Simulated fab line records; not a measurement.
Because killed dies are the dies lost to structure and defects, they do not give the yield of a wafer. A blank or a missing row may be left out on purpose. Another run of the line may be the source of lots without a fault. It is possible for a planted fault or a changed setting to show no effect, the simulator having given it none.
Chamber matching | flow n5-finfet | N5_FIN_SAQP_HM_DEP_72 on pecvd-01: 3 sister chambers
The step deposits SiO2 from SiH4/N2O, target thk 12 nm, time 7.2 s. 24 wafers are shown with their chamber, then 12 later ones without.

== WAFERS WITH THEIR CHAMBER ==
wafer  | chamber | showerhead-plenum-p-Torr (Torr) | heater-power-w (W)
L075.1 | 1       | 8.23                            | 849
L075.2 | 0       | 8.19                            | 832
L075.3 | 1       | 8.24                            | 680
L075.4 | 0       | 8.16                            | 828
L075.5 | 1       | 8.24                            | 674
L075.6 | 0       | 8.15                            | 804
L081.3 | 1       | 8.23                            | 771
L081.5 | 1       | 8.25                            | 779
L081.6 | 0       | 8.16                            | 743
L082.1 | 0       | 8.17                            | 749
L082.3 | 2       | 8.24                            | 972
L082.4 | 1       | 8.24                            | 795
L088.1 | 0       | 8.17                            | 804
L088.3 | 1       | 8.22                            | 784
L088.4 | 0       | 8.15                            | 802
L089.1 | 1       | 8.24                            | 681
L089.3 | 2       | 8.22                            | 962
L089.6 | 2       | 8.24                            | 962
L090.1 | 1       | 8.24                            | 660
L090.2 | 2       | 8.24                            | 959
L090.4 | 2       | 8.26                            | 960
L092.2 | 1       | 8.24                            | 724
L092.3 | 2       | 8.25                            | 957
L092.5 | 1       | 8.24                            | 705

SIGNATURES (means of the wafers above)
reading                  | chamber 0 | chamber 1 | chamber 2 | scatter within a chamber
showerhead-plenum-p-Torr | 8.1643    | 8.2373    | 8.2417    | 0.0113
heater-power-w           | 794.57    | 736.55    | 962.00    | 46.9
Rule: distance of a wafer from a chamber = root of the sum over the readings of ((wafer's reading minus chamber's mean) / reading's scatter) squared. The wafer belongs to the nearest chamber; if the next one is less than 2 further off, it can't be placed. The scatter: the root of (the sum of the squares of (reading less its chamber's mean) over the shown wafers, divided by (wafers less chambers)).

== WAFERS MISSING THEIR CHAMBER ==
wafer  | showerhead-plenum-p-Torr (Torr) | heater-power-w (W)
L094.2 | 8.24                            | 971
L094.5 | 8.25                            | 978
L094.6 | 8.19                            | 870
L095.1 | 8.25                            | 879
L095.2 | 8.23                            | 820
L095.3 | 8.17                            | 866
L096.1 | 8.23                            | 780
L096.2 | 8.17                            | 878
L096.6 | 8.25                            | 847
L097.1 | 8.16                            | 858
L097.3 | 8.23                            | 683
L097.5 | 8.24                            | 998

== EACH ONE'S CHAMBER ==
wafer  | from the rows above     | in truth
L094.2 | 2                       | 2
L094.5 | 2                       | 2
L094.6 | 0                       | 0
L095.1 | can't be placed: 2 or 1 | 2
L095.2 | can't be placed: 1 or 2 | 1
L095.3 | 0                       | 0
L096.1 | 1                       | 1
L096.2 | 0                       | 0
L096.6 | can't be placed: 2 or 1 | 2
L097.1 | 0                       | 0
L097.3 | 1                       | 1
L097.5 | 2                       | 2
Correctly placed: 9 of 12. Not placeable from these rows: 3 (in 3, the candidates include the true chamber). Placed wrongly: 0.
